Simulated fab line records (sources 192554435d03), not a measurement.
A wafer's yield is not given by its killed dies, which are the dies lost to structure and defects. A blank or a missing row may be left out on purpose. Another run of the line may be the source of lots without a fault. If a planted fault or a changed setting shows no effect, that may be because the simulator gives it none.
Comparing a struck lot with a sound one -- flow n5 finfet -- 36 steps out of a route of 1938
Sound: wafers L819.1, L819.2, L819.3. Wafers struck: L803.1, L803.3, L803.4. The cause is named last.
At each step with rows: each side's tool, then ch and its chambers, then its first start. Under that, the readings that differ: sound wafers -- struck wafers -- difference of the means -- sigmas: that difference in standard deviations of wafers without a fault.
alike: readings whose means differ by less than 2 such deviations, and words and numbers that are the same on both sides. not compared: withheld readings, readings that some wafer has no value for, bounds like >300 that may hide the same value, and numbers for which the record gives no deviation and whose values overlap.
Wherever a step has rows on one side only, a row that says differs or no value, or a row with sigmas, the two part there. Numbers that have no deviation but don't overlap get no sigmas and don't part them. A reading missing from all wafers of one side parts the sides only when that side holds two or more wafers.

first, 8 steps without rows for these wafers: N5_BEOL_M1_PRE_CLEAN_60 (time 15 s); N5_BEOL_M1_CO_CAP_55 (material Co, precursor CCTBA/H2, target thk 2 nm, time 102.1 s); N5_BEOL_M1_PRE_CLEAN_56 (time 15 s); N5_BEOL_M1_DEP_57 (deposits SiCN from 3MS/NH3, target thk 8 nm, time 14 s); N5_BEOL_M2_ILD_DEP_00 (deposits SiOC from DEMS/O2, target thk 79 nm, time 15.3 s); N5_BEOL_M2_PECVD_72 (deposits SiO2 from TEOS/O2, target thk 16 nm, time 18 s); N5_BEOL_M2_HM_DEP_02 (deposits TiN, target thk 20 nm); N5_BEOL_M2_COAT_61 (time 60 s, resist thk 60 nm).
N5_BEOL_M2_COAT_62: time 60 s, resist thk 12 nm.
  sound on litho track-05 ch 0, day 12 13:15; struck on litho track-04 ch 0, day 8 10:35
reading,sound,struck,difference,sigmas
spin speed rpm (rpm),1502.0 1500.8 1500.5,1807.9 1809.7 1808.6,+307.6,+99 or more
model.SiARC_of_BEOL_M2_COAT_62.thk nm (nm),12 12 12,11 11 11,-1,
  alike: plate temp C
then, 9 steps without rows for these wafers: N5_BEOL_M2_COAT_73 (time 60 s, resist thk 5 nm); N5_BEOL_M2_COAT_05 (resist thk 30 nm); N5_BEOL_M2_EBR_07; N5_BEOL_M2_SOFTBAKE_06 (time 60 s); N5_BEOL_M2_EXPOSE_08 (exposes mask M2); N5_BEOL_M2_PEB_09 (peb time 60 s); N5_BEOL_M2_DEVELOP_10 (develop time 30 s); N5_BEOL_M2_DESCUM_16 (chemistry O2, time 7 s); N5_BEOL_M2_ETCH_74 (etches underlayer in N2/H2, target depth 6.5 nm, time 5.2 s).
N5_BEOL_M2_ETCH_63: etches SiARC in CF4, target depth 15.6 nm, time 26 s.
  sound on rie diel-02 ch 0,1,2, day 12 13:41; struck on rie diel-02 ch 0,2,3, day 8 11:27
reading,sound,struck,difference,sigmas
etch rf on time s (s),25.6 25.5 26.1,24.0 23.5 23.4,-2.1,-4
model.etch.depth nm (nm),11.99 12.02 12,11.01 10.98 10.99,-1.01,
  alike: bias w, cf4 flow sccm, drypump motor current A, mfc ar sccm, oes product au, rf vpp V, showerhead plenum p Torr, throttle valve pct
  not compared: rf hours counter h
N5_BEOL_M2_ETCH_64: etches SOC in N2/H2, target depth 75 nm, overetch 22.5 nm, time 121.9 s.
  sound on rie diel-02 ch 0,1,2, day 12 13:43; struck on rie diel-02 ch 0,2,3, day 8 11:29
reading,sound,struck,difference,sigmas
model.SiARC_of_BEOL_M2_COAT_62.thk nm (nm),6.2 6.2 6.4,5.2 5.2 5.2,-1.1,
  alike: bias w, drypump motor current A, oes product au, rf vpp V, showerhead plenum p Torr, throttle valve pct
  not compared: rf hours counter h
then, 14 steps without rows for these wafers: N5_BEOL_M2_STRIP_65 (strips in N2/H2); N5_BEOL_M2_STRIP_75 (strips in N2/H2); N5_BEOL_M2_STRIP_66 (strips in CF4); N5_BEOL_M2_HM_OPEN_17 (chemistry Cl2/BCl3, target TiN, target depth 20 nm, overetch 6 nm); N5_BEOL_M2_STRIP_19 (strips in O2); N5_BEOL_M2_COAT_67 (time 60 s, resist thk 60 nm); N5_BEOL_M2_COAT_68 (time 60 s, resist thk 12 nm); N5_BEOL_M2_COAT_76 (time 60 s, resist thk 5 nm); N5_BEOL_M2_COAT_22 (resist thk 30 nm); N5_BEOL_M2_EBR_24; N5_BEOL_M2_SOFTBAKE_23 (time 60 s); N5_BEOL_M2_EXPOSE_25 (exposes mask V1, defocus 5 nm); N5_BEOL_M2_PEB_26 (peb time 60 s); N5_BEOL_M2_DEVELOP_27 (develop time 30 s).
N5_BEOL_M4_RC_MEAS_101:
  sound on prober-01 ch 0, day 14 00:56; struck on prober-02 ch 0, day 10 00:52
reading,sound,struck,difference,sigmas
ION_P (uA/um),463 459 471,484 490 473,+18,+2
RS_NWELL (ohm/sq),1034 1039 1025,907 915 902,-125,-20
VT_P (mV),-246.4 -250.0 -245.6,-241.3 -240.8 -241.1,+6.3,+2
  alike: DIBL_N, DIBL_P, IOFF_N, IOFF_P, ION_N, SS_N, SS_P, VT_N
N5_PASSIVATION_PROBE_49:
  the record has rows for the sound wafers here (prober-01, day 18 21:03) and none for the struck ones

## WHERE THEY PART
Last at N5_PASSIVATION_PROBE_49 as far as this record goes, first at N5_BEOL_M2_COAT_62.

WHY: whatever the simulator had introduced
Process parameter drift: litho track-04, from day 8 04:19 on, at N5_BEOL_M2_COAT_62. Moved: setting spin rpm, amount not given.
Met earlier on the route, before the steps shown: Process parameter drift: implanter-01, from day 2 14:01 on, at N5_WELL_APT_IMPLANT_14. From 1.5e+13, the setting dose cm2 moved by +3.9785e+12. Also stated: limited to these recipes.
